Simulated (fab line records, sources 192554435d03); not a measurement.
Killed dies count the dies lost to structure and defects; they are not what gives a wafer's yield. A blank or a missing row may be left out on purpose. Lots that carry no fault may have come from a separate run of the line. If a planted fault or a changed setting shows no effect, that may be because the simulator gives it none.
Chamber matching | flow n5-finfet | N5_BEOL_M9_STRIP_36 on rie-diel-02 has 4 sister chambers
The step strips in N2/H2. 8 wafers are shown with their chamber, then 10 later ones without.

== WAFERS PAIRED WITH THEIR CHAMBERS ==
wafer  | chamber | showerhead-plenum-p-Torr (Torr) | oes-product-au (a.u.)
L079.3 | 1       | 2.40                            | 0.72
L081.3 | 2       | 2.71                            | 1.00
L082.3 | 2       | 2.71                            | 0.96
L084.2 | 3       | 2.41                            | 0.71
L084.4 | 1       | 2.40                            | 0.71
L084.6 | 0       | 2.57                            | 0.83
L090.1 | 0       | 2.56                            | 0.83
L090.3 | 3       | 2.41                            | 0.71

== WAFERS WITHOUT THEIR CHAMBER ==
wafer  | showerhead-plenum-p-Torr (Torr) | oes-product-au (a.u.)
L090.5 | 2.70                            | 0.93
L092.1 | 2.39                            | 0.70
L092.3 | 2.70                            | 0.92
L092.4 | 2.56                            | 0.82
L093.1 | 2.56                            | 0.81
L093.5 | 2.41                            | 0.70
L093.6 | 2.70                            | 0.90
L094.2 | 2.70                            | 0.91
L094.3 | 2.56                            | 0.82
L094.5 | 2.70                            | 0.91

== THE CHAMBER EACH PASSED THROUGH ==
wafer  | from the rows above | in truth
L090.5 | 2                   | 2
L092.1 | 1                   | 1
L092.3 | 2                   | 2
L092.4 | 0                   | 0
L093.1 | 0                   | 0
L093.5 | 3                   | 3
L093.6 | 2                   | 2
L094.2 | 2                   | 2
L094.3 | 0                   | 0
L094.5 | 2                   | 2
Correctly placed: 10 of 10. Left unplaced by these rows: 0. Wrongly placed: 0.
How it was worked out, from the rows above alone: a wafer's distance from a chamber is the root of the sum, over the readings, of the square of ((its reading less the chamber's mean) divided by the reading's scatter). The wafer belongs to the nearest chamber; if the next one is less than 2 further off, it can't be placed. For every chamber, the mean is computed from those of its wafers that are shown. The scatter: the root of (the sum of the squares of (reading less its chamber's mean) over the shown wafers, divided by (wafers less chambers)).
